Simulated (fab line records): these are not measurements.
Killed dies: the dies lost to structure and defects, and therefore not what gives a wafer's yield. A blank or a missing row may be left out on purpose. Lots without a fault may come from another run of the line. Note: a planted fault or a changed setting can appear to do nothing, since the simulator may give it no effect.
fab line records	flow nand_harc	part 2 of 2: steps 5 to 6 of 6
record lots=22	wafers=66	last_day=24
route steps=1159 shown A_STAIRCASE@587
lots untouched by any fault: they come from a run of this same line in which no faults occurred
start_h: hours from the record's first day to the start of the lot's first wafer shown	wait_h: hours from the lot's prior step to this one	" repeats the value in the row above	L1.1+2: a row that stands for several wafers	- either no value or no given start	* or withheld: withheld	< > ~ a bound
route shown NAME@n: names a module that has steps shown in the file, with the first one's number in the route	usual: mean/standard deviation of fault-free wafers	same: alike in all rows	chamber/n: place in a boat	sites: readings site by site	_std_site: the standard deviation of these	_edge_site: inner sites' mean taken away from outer sites' mean	radius_mm: how far each site lies from the wafer's centre	mask NAME#n: copy n	behind: the most recent tool/chamber to have shaped the wafer	hold: what put the lot on hold/how long, in hours/how the hold closed	device: the transistor (n, p or np) that didn't switch	end of line: the tests these same wafers got at the end of their route	a step given without rows: its recipe and nothing more	killed: dies lost to structure and defects at the first sort, not the wafer's yield	map: the dies of a wafer, with x for killed, . for not killed, _ for no die there
set.NAME: the setting that was run; set.NAME@STEP: the one run at that earlier step	model.NAME: the simulator's own value behind a step, which no gauge read
route steps across a sampled set of lots; one table per step, one row per wafer
services: a tool's chamber out of use, with start hour (start_h, from the record's first day; less than 0 if before it), hours out, and reason
## steps
# step NHARC_A_STAIRCASE_TRIM_231
# recipe time_s=211.2	o2_flow_sccm=500	ar_flow_sccm=0	bias_w=0	chemistry=O2
# usual drypump_motor_current_A=5.7/0.37	oes_product_au=1.002/0.0079	rf_vpp_V=57.7/0.9	showerhead_plenum_p_Torr=3.50/0.15	throttle_valve_pct=17.038/0.0085
lot.wafer	tool	chamber	start_h	wait_h	drypump_motor_current_A	oes_product_au	rf_hours_counter_h	rf_vpp_V	showerhead_plenum_p_Torr	throttle_valve_pct
L074.2	rie_diel-01	3	-	-	5.6	1.000	37	57.7	3.56	17.031
L074.1	"	0	"	"	5.5	1.005	39	56.7	3.36	17.038
L074.5	"	3	"	"	5.5	1.005	-	58.2	3.56	17.027
L075.1	rie_diel-13	1	-	-	6.3	1.010	53	58.7	3.36	17.040
L075.5	"	0	"	"	5.5	0.983	-	57.8	3.52	17.036
L075.4	"	2	"	"	5.6	0.996	-	56.1	3.27	17.033
L077.4	rie_diel-01	2	-	-	6.3	1.000	44	58.4	3.64	17.039
L077.2	"	3	"	"	5.6	0.992	44	56.7	3.56	17.062
L077.6	"	1	"	"	5.8	1.004	-	57.4	3.39	17.021
L076.4	rie_diel-02	1	-	-	5.4	0.995	38	59.0	3.32	17.040
L076.1	"	3	"	"	6.3	1.005	27	57.2	3.72	17.027
L076.6	"	1	"	"	5.4	1.000	-	57.8	3.32	17.031
L078.1	rie_diel-01	2	-	-	6.3	1.010	48	57.7	3.63	17.045
L078.3	"	3	"	"	5.6	1.003	48	58.2	3.56	17.041
L078.5	"	3	"	"	5.5	0.994	-	57.8	3.56	17.038
L080.3	rie_diel-02	1	-	-	5.4	1.009	41	58.5	3.32	17.037
L080.4	"	2	"	"	5.8	0.993	41	58.5	3.37	17.037
L080.5	"	3	"	"	6.2	1.014	-	58.9	3.72	17.058
L082.1	rie_diel-13	1	-	-	6.3	0.995	4	56.1	3.36	17.048
L082.6	"	2	"	"	5.7	1.009	-	57.6	3.81	17.029
L082.5	"	3	"	"	5.4	0.990	-	56.8	3.46	17.021
L081.2	rie_diel-02	0	-	-	5.3	0.986	48	57.4	3.58	17.036
L081.6	"	2	"	"	5.8	0.980	-	57.7	3.36	17.020
L081.5	"	3	"	"	6.3	1.000	-	59.3	3.71	17.029
L084.1	rie_diel-01	2	-	-	6.3	1.013	58	57.5	3.63	17.028
L084.4	"	3	"	"	5.5	1.006	60	56.4	3.55	17.031
L084.3	"	0	"	"	5.4	1.004	62	56.7	3.35	17.053
L083.2	rie_diel-02	3	-	-	6.3	1.012	42	57.9	3.71	17.017
L083.3	"	0	"	"	5.2	0.993	52	58.8	3.58	17.029
L083.1	"	2	"	"	5.8	0.990	53	58.2	3.36	17.034
L085.4	rie_diel-02	2	-	-	5.8	1.010	58	56.3	3.36	17.035
L085.6	"	3	"	"	6.3	1.014	-	57.4	3.71	17.039
L085.5	"	0	"	"	5.2	1.005	-	58.2	3.58	17.020
L086.1	rie_diel-13	2	-	-	5.7	1.017	15	60.3	3.80	17.040
L086.2	"	0	"	"	5.4	1.009	16	59.9	3.51	17.031
L086.3	"	1	"	"	6.3	1.005	18	55.9	3.35	17.041
L088.3	rie_diel-13	0	-	-	5.5	1.002	18	56.3	3.51	17.050
L088.5	"	2	"	"	5.6	1.010	-	57.1	3.80	17.040
L088.6	"	3	"	"	5.4	1.000	-	57.9	3.46	17.043
L091.1	rie_diel-13	0	-	-	5.5	1.003	23	57.8	3.50	17.037
L091.3	"	1	"	"	6.3	1.001	26	57.1	3.34	17.041
L091.5	"	3	"	"	5.4	1.011	-	57.8	3.45	17.044
L087.4	rie_diel-02	1	-	-	5.4	1.012	2	58.1	3.31	17.038
L087.1	"	3	"	"	6.2	1.010	3	58.1	3.70	17.039
L087.6	"	2	"	"	5.8	0.992	-	57.2	3.35	17.047
L090.4	rie_diel-13	0	-	-	5.5	1.004	25	58.2	3.50	17.042
L090.6	"	3	"	"	5.4	1.007	-	57.7	3.45	17.039
L090.5	"	0	"	"	5.5	0.997	-	58.2	3.50	17.036
L089.3	rie_diel-01	1	-	-	5.8	0.999	9	57.0	3.37	17.051
L089.1	"	2	"	"	6.3	0.999	9	60.0	3.62	17.033
L089.6	"	1	"	"	5.8	1.009	-	57.8	3.37	17.037
L093.2	rie_diel-02	3	-	-	6.3	0.999	4	58.1	3.70	17.034
L093.1	"	0	"	"	5.3	0.998	4	59.3	3.57	17.038
L093.6	"	2	"	"	5.8	0.995	-	59.0	3.35	17.030
L092.2	rie_diel-02	2	-	-	5.9	0.990	9	57.9	3.35	17.034
L092.5	"	0	"	"	5.2	0.991	-	58.8	3.57	17.043
L092.6	"	1	"	"	5.4	1.000	-	57.4	3.31	17.048
L096.4	rie_diel-01	2	-	-	6.3	1.005	22	58.1	3.61	17.041
L096.3	"	3	"	"	5.6	0.997	22	57.5	3.54	17.030
L096.2	"	0	"	"	5.4	0.996	20	58.8	3.34	17.040
L094.4	rie_diel-01	0	-	-	5.4	1.002	23	57.0	3.34	17.033
L094.3	"	1	"	"	5.8	1.015	23	57.8	3.37	17.032
L094.6	"	3	"	"	5.5	0.997	-	56.9	3.54	17.042
L097.4	rie_diel-02	2	-	-	5.9	1.004	16	57.7	3.35	17.038
L097.1	"	1	"	"	5.4	1.013	15	56.7	3.30	17.041
L097.5	"	2	"	"	5.9	1.006	-	57.8	3.35	17.026
# step NHARC_A_STAIRCASE_HM_OPEN_460
# recipe o2_flow_sccm=400	cos_flow_sccm=20	ar_flow_sccm=0	rf_w=500	bias_w=300	chemistry=O2/COS
# usual drypump_motor_current_A=5.7/0.37	oes_product_au=1.004/0.008	rf_fwd_power_W=499.1/1.4	rf_vpp_V=467/3.2	showerhead_plenum_p_Torr=3.09/0.14	throttle_valve_pct=28.330/0.0092
lot.wafer	tool	chamber	start_h	wait_h	drypump_motor_current_A	oes_product_au	rf_fwd_power_W	rf_hours_counter_h	rf_vpp_V	showerhead_plenum_p_Torr	throttle_valve_pct
L074.2	rie_diel-13	3	-	-	5.4	0.990	500.0	59	466	3.07	28.324
L074.1	"	0	"	"	5.5	0.999	499.3	59	467	3.11	28.345
L074.5	"	1	"	"	6.3	1.016	499.8	-	465	2.97	28.342
L075.1	rie_diel-02	0	-	-	5.3	0.996	499.0	35	468	3.18	28.336
L075.5	"	0	"	"	5.2	1.001	500.1	-	469	3.18	28.306
L075.4	"	2	"	"	5.9	0.994	499.4	-	465	2.98	28.334
L077.2	rie_diel-02	3	-	-	6.3	1.007	500.9	29	470	3.29	28.323
L077.4	"	2	"	"	5.9	0.980	498.8	40	464	2.98	28.330
L077.6	"	0	"	"	5.2	0.991	500.9	-	468	3.17	28.324
L076.4	rie_diel-13	3	-	-	5.4	1.009	499.5	63	467	3.07	28.317
L076.1	"	1	"	"	6.3	1.012	498.2	62	463	2.97	28.344
L076.6	"	3	"	"	5.4	1.001	499.7	-	465	3.07	28.330
L078.1	rie_diel-02	2	-	-	5.8	0.996	500.4	43	465	2.98	28.315
L078.3	"	0	"	"	5.3	1.007	498.5	42	468	3.17	28.336
L078.5	"	2	"	"	5.8	1.000	499.4	-	463	2.98	28.334
L080.4	rie_diel-02	2	-	-	5.8	0.996	497.9	44	465	2.98	28.328
L080.3	"	3	"	"	6.3	0.999	499.5	32	471	3.29	28.313
L080.5	"	2	"	"	5.8	0.994	500.7	-	464	2.98	28.332
L082.1	rie_diel-13	2	-	-	5.6	1.016	498.5	6	472	3.37	28.332
L082.5	"	2	"	"	5.7	1.022	496.7	-	473	3.37	28.349
L082.6	"	3	"	"	5.4	0.998	499.9	-	466	3.06	28.332
L081.2	rie_diel-02	2	-	-	5.8	0.998	498.6	49	463	2.97	28.340
L081.5	"	3	"	"	6.3	1.014	501.7	-	471	3.29	28.326
L081.6	"	0	"	"	5.2	1.002	498.9	-	469	3.17	28.342
L084.1	rie_diel-13	2	-	-	5.7	1.016	499.3	10	473	3.37	28.328
L084.3	"	0	"	"	5.5	1.011	501.2	9	468	3.11	28.327
L084.4	"	1	"	"	6.3	1.014	501.8	11	464	2.96	28.327
L083.3	rie_diel-13	2	-	-	5.6	1.008	498.4	11	471	3.37	28.338
L083.2	"	3	"	"	5.4	0.994	501.1	10	465	3.06	28.329
L083.1	"	0	"	"	5.5	0.999	497.6	10	467	3.11	28.329
L085.4	rie_diel-01	1	-	-	5.8	1.003	498.1	1	464	2.99	28.330
L085.5	"	1	"	"	5.8	1.015	499.0	-	465	2.99	28.339
L085.6	"	2	"	"	6.3	1.001	496.7	-	471	3.21	28.328
L086.2	rie_diel-13	0	-	-	5.5	1.013	497.6	20	467	3.10	28.338
L086.1	"	1	"	"	6.3	1.007	500.1	22	465	2.96	28.320
L086.3	"	2	"	"	5.6	1.014	499.4	20	473	3.36	28.321
L088.3	rie_diel-01	1	-	-	5.8	1.010	499.5	4	464	2.98	28.326
L088.6	"	1	"	"	5.8	1.006	501.3	-	463	2.98	28.321
L088.5	"	2	"	"	6.3	1.018	497.8	-	469	3.21	28.340
L091.3	rie_diel-02	2	-	-	5.8	0.987	499.9	4	463	2.97	28.328
L091.1	"	3	"	"	6.3	1.000	499.7	3	471	3.28	28.329
L091.5	"	0	"	"	5.2	0.997	496.2	-	467	3.16	28.322
L087.4	rie_diel-01	3	-	-	5.5	1.006	497.2	11	468	3.14	28.330
L087.1	"	0	"	"	5.5	1.001	498.9	10	462	2.96	28.330
L087.6	"	3	"	"	5.6	1.006	499.0	-	468	3.14	28.355
L090.4	rie_diel-13	3	-	-	5.5	1.002	500.2	26	466	3.05	28.332
L090.5	"	2	"	"	5.6	1.007	497.6	-	473	3.36	28.323
L090.6	"	3	"	"	5.5	1.000	498.7	-	466	3.05	28.320
L089.1	rie_diel-01	1	-	-	5.8	1.017	498.3	12	466	2.98	28.320
L089.3	"	2	"	"	6.3	1.008	500.3	13	471	3.20	28.348
L089.6	"	1	"	"	5.8	1.017	499.4	-	464	2.98	28.319
L093.1	rie_diel-02	3	-	-	6.2	1.006	501.8	7	470	3.28	28.330
L093.2	"	0	"	"	5.2	0.993	498.5	5	469	3.16	28.334
L093.6	"	3	"	"	6.3	1.002	501.4	-	470	3.28	28.327
L092.2	rie_diel-01	1	-	-	5.8	1.014	498.5	17	464	2.98	28.335
L092.5	"	2	"	"	6.3	1.014	497.3	-	470	3.20	28.321
L092.6	"	3	"	"	5.5	1.003	499.2	-	469	3.13	28.351
L096.3	rie_diel-02	0	-	-	5.2	1.001	500.5	14	468	3.16	28.339
L096.2	"	2	"	"	5.9	1.002	498.2	15	463	2.96	28.332
L096.4	"	3	"	"	6.3	1.011	499.3	16	470	3.27	28.310
L094.3	rie_diel-02	0	-	-	5.2	1.009	498.6	17	468	3.15	28.333
L094.4	"	1	"	"	5.4	1.018	496.7	16	462	2.92	28.327
L094.6	"	1	"	"	5.4	1.005	498.5	-	463	2.92	28.337
L097.4	rie_diel-13	3	-	-	5.4	1.009	497.4	43	466	3.04	28.332
L097.1	"	0	"	"	5.4	1.010	498.1	42	467	3.09	28.337
L097.5	"	2	"	"	5.6	1.019	496.4	-	473	3.35	28.322
## services
tool	chamber	start_h	hours	kind
rie_diel-13	-	230.64	1.0	repair
rie_diel-02	0	233.65	-	clean
rie_diel-02	1	233.65	-	clean
rie_diel-02	2	233.65	-	clean
rie_diel-02	3	233.65	-	clean
rie_diel-01	3	237.65	6.5	repair
rie_diel-02	3	242.74	16.8	repair
rie_diel-13	3	247.91	3.9	repair
rie_diel-02	0	258.17	-	clean
rie_diel-02	1	258.17	-	clean
rie_diel-02	2	258.17	-	clean
rie_diel-13	-	276.04	9.0	pm
rie_diel-02	0	283.27	-	clean
rie_diel-02	1	283.27	-	clean
rie_diel-02	2	283.27	-	clean
rie_diel-02	3	283.27	-	clean
rie_diel-13	0	298.36	4.0	repair
rie_diel-02	0	307.90	-	clean
rie_diel-02	1	307.90	-	clean
rie_diel-02	2	307.90	-	clean
rie_diel-01	-	314.80	9.0	pm
rie_diel-02	-	328.15	9.0	pm
rie_diel-01	2	339.55	1.5	repair
rie_diel-13	-	346.60	0.4	repair
